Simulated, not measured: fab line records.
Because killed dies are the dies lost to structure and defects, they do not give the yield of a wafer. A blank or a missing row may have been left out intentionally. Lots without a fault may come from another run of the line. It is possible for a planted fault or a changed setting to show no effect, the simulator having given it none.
A lot that was struck, set against a sound lot ; flow n5_finfet ; 15 out of 1938 route steps
Sound: these wafers, L589.2, L589.3, L589.4. Struck: wafers L597.2, L597.3. The cause is given at the end.
Per side, at each step with rows, come the tool, then ch with its chambers, and then its first start. Under that, the readings that differ: sound wafers ; struck wafers ; difference of the means ; sigmas: that difference in standard deviations of wafers without a fault.
alike: words and numbers the same on both sides, and readings whose means are apart by under 2 such deviations; not compared: readings that were withheld, readings missing a value for some wafer, numbers with overlapping values and no deviation given by the record, and bounds like >300 which may hide the same value.
The two part at a step that has a row with sigmas, a row that says differs or no value, or rows on one side only. When numbers do not overlap yet have no deviation, they are printed without sigmas and do not part them. Lack of a reading on every wafer of one side parts them only where that side has two or more wafers.

N5_BEOL_M8_STRIP_80: strips in N2/H2, time 10 s.
  sound on rie_diel-01 ch 0,1,2; struck on rie_diel-04 ch 2,3
  alike: drypump_motor_current_A, oes_product_au, rf_vpp_V, showerhead_plenum_p_Torr, throttle_valve_pct
  not compared: rf_hours_counter_h
N5_BEOL_M8_OCD_MEAS_38:
  sound on ocd-01 at day 12 16:37; struck on ocd-02 at day 14 14:07
  alike: trench_depth_nm
then, 4 steps without rows for these wafers: N5_BEOL_M8_HM_STRIP_39 (strips TiN in peroxide tin strip, target depth 25 nm, time 158 s); N5_BEOL_M8_SRD_40 (time 30 s); N5_BEOL_M8_PRECLEAN_42 (cleans in residue remover, time 60 s); N5_BEOL_M8_SRD_43 (time 30 s).
N5_BEOL_M8_CD_MEAS_35: the cd target is 40 nm.
  sound on cd_sem-02 at day 12 16:46; struck on cd_sem-02 at day 14 14:16
  alike: cd_nm
then, 1 step without rows for these wafers: N5_BEOL_M8_CURE_75 (cures SiCOH lowk, time 120 s).
N5_BEOL_M8_DEGAS_44: time 60 s.
  sound on pvd_sputter-02 at day 12 17:34; struck on pvd_sputter-02 at day 14 14:57
  alike: heater_power_w
N5_BEOL_M8_PRE_CLEAN_45: time 30 s.
  sound on pvd_sputter-02 at day 12 17:38; struck on pvd_sputter-02 at day 14 14:59
  alike: heater_power_w
N5_BEOL_M8_ALD_77: deposits TaN, target thk 2 nm, pulse time 2 s, purge time 3 s.
  sound on ald_metal-01 ch 0,2,3, day 12 17:52; struck on ald_metal-01 ch 1,3, day 14 15:03
reading;sound;struck;difference;sigmas
since_wet_clean_h (h);1483 1483 1483;1528 1528;+45;
  alike: heater_power_w, precursor_vessel_temp_c
N5_BEOL_M8_SURFACE_TREAT_79:
  sound on pvd_sputter-01 at day 12 18:08; struck on pvd_sputter-01 at day 14 15:20
  not compared: throttle_valve_pct
N5_BEOL_M8_CVD_78: deposits Co from CCTBA/H2, target thk 2 nm, time 142.3 s.
  sound on cvd_co-01 ch 1,2, day 12 18:16; struck on cvd_co-01 ch 0,2, day 14 15:23
reading;sound;struck;difference;sigmas
run_length_s (s);164.7 164.8 165.2;94.3 94.4;-70.6;-99 or more
  not compared: since_wet_clean_h
then, 1 step without rows for these wafers: N5_BEOL_M8_SPUTTER_48 (material Cu, target thk 10 nm, time 1.667 s).
-- here the record skips 3 days between the struck wafers' starts before and after, leaving off in module BEOL_M8 and picking up in module PASSIVATION (first step shown: number 1936 of the route) --
N5_PASSIVATION_PROBE_49:
  sound on prober-02 at day 15 22:24; struck on prober-01 at day 17 10:21
reading;sound;struck;difference;sigmas
killed_at_M0_to_M3;56;23;-33;-3
killed_at_M4_up;15;5;-10;-2
killed_at_front_end;21;61;+40;+3
  alike: defect_limited_yield, killed_at_contacts, killed_at_other, killed_dies, killed_open, killed_short, sort_bin_5_function, sort_bin_6_memory, sort_n_pass, sort_yield_pct

## WHERE THEY PART
Earliest at N5_BEOL_M8_CVD_78; latest, in this record, at N5_PASSIVATION_PROBE_49.

WHY: whatever the simulator had introduced
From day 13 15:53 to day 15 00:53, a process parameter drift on cvd_co-01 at N5_BEOL_M8_CVD_78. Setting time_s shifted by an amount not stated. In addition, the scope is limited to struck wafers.
